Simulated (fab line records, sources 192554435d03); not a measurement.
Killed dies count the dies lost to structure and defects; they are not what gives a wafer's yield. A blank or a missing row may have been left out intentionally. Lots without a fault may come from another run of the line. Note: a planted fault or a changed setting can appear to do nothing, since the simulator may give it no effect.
A struck lot beside a sound one / flow n5_finfet / 37 steps out of a route of 1938
Sound: these wafers, L734.1, L734.4, L734.6. Struck: wafer L741.1 (left out: L741.5, L741.6 of the same lot, which were not struck); the cause appears at the end.
Order at every step that has rows: each side's tool, ch and its chambers, its first start. Under that, the readings that differ: sound wafers / struck wafers / difference of the means / sigmas: that difference in standard deviations of wafers without a fault.
alike: words and numbers the same on both sides, and readings whose means are apart by under 2 such deviations; not compared: readings that were withheld, readings missing a value for some wafer, numbers with overlapping values and no deviation given by the record, and bounds like >300 which may hide the same value.
A row with sigmas, a row that says differs or no value, or rows on one side alone: a step with any of these is where the two part. Numbers that don't overlap but have no deviation are shown without sigmas and don't part them. Lack of a reading on every wafer of one side parts them only where that side has two or more wafers.

N5_HKMG_FIN_CD_MEAS_49: the cd target is 202 nm.
  sound on cd_sem-01 ch 0, day 3 23:21; struck on cd_sem-01 ch 0, day 5 18:01
  alike: cd_nm
N5_HKMG_FIN_OVL_MEAS_50:
  sound on overlay-02 ch 0, day 3 23:23; struck on overlay-01 ch 0, day 5 18:02
  alike: NDIPOLE_OVL
N5_HKMG_FIN_INSPECT_61: inspects for defects (macro).
  sound: defect_inspect-02 at day 3 23:24; struck: defect_inspect-02 at day 5 18:04
  alike: raw_defect_count
then, 1 step without rows for these wafers: N5_HKMG_FIN_DESCUM_53 (chemistry O2, time 7.9 s).
N5_HKMG_FIN_ETCH_54: etches SiARC in CF4, target depth 45.5 nm, time 75.8 s.
  sound on rie_diel-04 ch 1,3, day 3 23:45; struck on rie_diel-01 ch 2, day 5 18:08
  alike: drypump_motor_current_A, etch_rf_on_time_s, mfc_ar_sccm, oes_product_au, rf_vpp_V, showerhead_plenum_p_Torr, throttle_valve_pct
  not compared: rf_hours_counter_h
N5_HKMG_FIN_ETCH_55: etches SOC in N2/H2, target depth 240 nm, time 300 s.
  sound on rie_diel-04 ch 1,3, day 3 23:48; struck on rie_diel-01 ch 2, day 5 18:11
reading=throttle_valve_pct (%); sound=17.68 17.68 18.00; struck=18.28; difference=+0.49; sigmas=+2
  alike: drypump_motor_current_A, oes_product_au, rf_vpp_V, showerhead_plenum_p_Torr
  not compared: rf_hours_counter_h
then, 1 step without rows for these wafers: N5_HKMG_FIN_STRIP_56 (strips in N2/H2).
N5_HKMG_FIN_STRIP_57: strips in CF4.
  sound on rie_diel-04 ch 1,3, day 3 23:59; struck on rie_diel-01 ch 2, day 5 18:23
  alike: drypump_motor_current_A, oes_product_au, rf_vpp_V, showerhead_plenum_p_Torr, throttle_valve_pct
  not compared: rf_hours_counter_h
N5_HKMG_FIN_ETCH_58: etches SOC in N2/H2, target depth 215.8 nm, time 741 s.
  sound on rie_diel-04 ch 1,3, day 4 00:01; struck on rie_diel-01 ch 2, day 5 18:24
reading=rf_vpp_V (V); sound=98.5 97.9 99.0; struck=100.2; difference=+1.7; sigmas=+2
reading=throttle_valve_pct (%); sound=17.64 17.64 17.98; struck=18.23; difference=+0.48; sigmas=+2
  alike: drypump_motor_current_A, oes_product_au, showerhead_plenum_p_Torr
  not compared: rf_hours_counter_h
then, 3 steps without rows for these wafers: N5_HKMG_FIN_STRIP_93 (strips SOC in N2/H2, time 20 s); N5_HKMG_FIN_WET_ETCH_76 (etches Al2O3 in dNH4OH, stops on La2O3, target depth 2.25 nm, rinse time 30 s); N5_HKMG_FIN_STRIP_60 (strips in N2/H2, time 360 s).
N5_HKMG_FIN_WET_ETCH_77: etches La2O3 in dHCl, stops on HfO2, target depth 2 nm.
  sound on wet_bench-02 ch 5,6,7, day 4 01:00; struck on wet_bench-02 ch 2,6,7, day 5 19:22
then, 9 steps without rows for these wafers: N5_HKMG_FIN_WET_ETCH_78 (etches Al2O3 in dNH4OH, stops on La2O3, target depth 4.5 nm, rinse time 30 s); N5_HKMG_FIN_ALD_79 (deposits TiN, target thk 1.5 nm, pulse time 1 s, purge time 3 s); N5_HKMG_FIN_CVD_62 (deposits a-Si from Si2H6, target thk 3 nm, time 20.8 s); N5_HKMG_FIN_RTA_80 (time 2 s); N5_HKMG_FIN_PRECLEAN_64 (cleans in dHF, time 30 s); N5_HKMG_FIN_WET_ETCH_65 (etches a-Si in TMAH, stops on TiN, time 49 s, target depth 3 nm); N5_HKMG_FIN_WET_ETCH_81 (etches TiN in SC1, stops on HfO2, time 57 s, target depth 6 nm); N5_HKMG_FIN_WET_ETCH_82 (etches La2O3 in dHCl, stops on HfO2, target depth 2 nm, rinse time 30 s); N5_HKMG_FIN_ALD_36 (deposits TiN, target thk 1 nm, pulse time 1 s, purge time 3 s).
N5_HKMG_FIN_THK_MEAS_70: measures by xrf.
  sound: film_metro-01 at day 4 02:14; struck: film_metro-02 at day 5 20:30
  alike: HK_THK
N5_HKMG_FIN_PWFM_ALD_03: deposits TiN, target thk 2 nm, pulse time 1 s, purge time 3 s.
  sound on ald_metal-04 ch 1,2,3, day 4 02:16; struck on ald_metal-03 ch 0, day 5 20:32
reading=precursor_pulse_height_rel; sound=1.002 0.995 1.016; struck=0.961; difference=-0.043; sigmas=-2
  alike: heater_power_outer_w, heater_power_w, susceptor_temp_C
then, 8 steps without rows for these wafers: N5_HKMG_FIN_COAT_29 (time 60 s, resist thk 300 nm); N5_HKMG_FIN_COAT_30 (time 60 s, resist thk 35 nm); N5_HKMG_FIN_COAT_06 (resist thk 90 nm); N5_HKMG_FIN_EBR_08; N5_HKMG_FIN_SOFTBAKE_07 (time 60 s); N5_HKMG_FIN_EXPOSE_09 (exposes mask NWFM); N5_HKMG_FIN_PEB_10 (peb time 60 s); N5_HKMG_FIN_DEVELOP_11 (develop time 30 s).
N5_HKMG_FIN_CD_MEAS_12: the cd target is 92.8 nm.
  sound on cd_sem-02 ch 0, day 4 02:59; struck on cd_sem-02 ch 0, day 5 21:23
  alike: cd_nm
N5_HKMG_FIN_OVL_MEAS_13:
  sound on overlay-02 ch 0, day 4 03:01; struck on overlay-01 ch 0, day 5 21:25
reading=NWFM_OVL (nm); sound=0.1 1.1 -0.3; struck=-1.3; difference=-1.6; sigmas=-2
N5_HKMG_FIN_INSPECT_14: inspects for defects (macro).
  sound: defect_inspect-02 at day 4 03:02; struck: defect_inspect-02 at day 5 21:26
reading=raw_defect_count; sound=0 2 1; struck=>300; difference=differs; sigmas=
then, 1 step without rows for these wafers: N5_HKMG_FIN_DESCUM_17 (chemistry O2, time 7.9 s).
-- the record jumps here: 11 days lie between the struck wafers' starts before and after (it left off in module HKMG_FIN and takes up again in module PASSIVATION, whose first step shown is number 1936 of the route) --
N5_PASSIVATION_PROBE_49:
  rows exist in the record for the struck wafers here (prober-01, day 16 17:59), but not for the sound ones

== WHERE THEY PART ==
Last at N5_PASSIVATION_PROBE_49 as far as this record goes, first at N5_HKMG_FIN_ETCH_55.

WHY: what the simulator had put in
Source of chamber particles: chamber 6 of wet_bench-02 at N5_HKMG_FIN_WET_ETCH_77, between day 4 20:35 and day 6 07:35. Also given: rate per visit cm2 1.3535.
